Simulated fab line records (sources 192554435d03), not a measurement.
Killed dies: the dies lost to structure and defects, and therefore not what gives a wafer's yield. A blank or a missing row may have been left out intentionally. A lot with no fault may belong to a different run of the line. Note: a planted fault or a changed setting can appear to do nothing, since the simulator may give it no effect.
Matching of chambers + flow n5-finfet + 3 sister chambers for N5_GATE_CUT_PECVD_57 on pecvd-01
The step deposits SiNx from SiH4/NH3/N2, target thk 21 nm. 6 wafers are shown with their chamber, then 8 later ones without.

== WAFERS, EACH WITH ITS CHAMBER ==
| wafer  | chamber | throttle-valve-pct (%) | showerhead-plenum-p-Torr (Torr) |
|--------|---------|------------------------|---------------------------------|
| L078.1 | 2       | 35.9                   | 5.14                            |
| L078.5 | 0       | 39.0                   | 5.13                            |
| L081.4 | 0       | 39.0                   | 5.13                            |
| L081.5 | 2       | 36.4                   | 5.13                            |
| L081.6 | 1       | 40.0                   | 5.11                            |
| L091.2 | 1       | 39.4                   | 5.10                            |

== WAFERS WHOSE CHAMBER IS MISSING ==
| wafer  | throttle-valve-pct (%) | showerhead-plenum-p-Torr (Torr) |
|--------|------------------------|---------------------------------|
| L091.5 | 39.6                   | 5.13                            |
| L091.6 | 39.9                   | 5.11                            |
| L092.1 | 39.4                   | 5.14                            |
| L092.4 | 39.5                   | 5.15                            |
| L092.6 | 36.7                   | 5.14                            |
| L095.1 | 36.7                   | 5.12                            |
| L095.2 | 39.7                   | 5.15                            |
| L095.4 | 36.5                   | 5.13                            |

== EACH ONE'S CHAMBER ==
| wafer  | from the rows above | in truth |
|--------|---------------------|----------|
| L091.5 | 0                   | 0        |
| L091.6 | 1                   | 1        |
| L092.1 | 0                   | 0        |
| L092.4 | 0                   | 0        |
| L092.6 | 2                   | 2        |
| L095.1 | 2                   | 2        |
| L095.2 | 0                   | 0        |
| L095.4 | 2                   | 2        |
8 of 8 placed correctly. Can't be placed from these rows: 0. Wrongly placed: 0.
How it was worked out, from the rows above alone: a wafer's distance from a chamber is the root of the sum, over the readings, of the square of ((its reading less the chamber's mean) divided by the reading's scatter). The wafer belongs to the nearest chamber; if the next one is less than 2 further off, it can't be placed. Each chamber's mean is taken over the wafers shown for it. The scatter: the root of (the sum of the squares of (reading less its chamber's mean) over the shown wafers, divided by (wafers less chambers)).
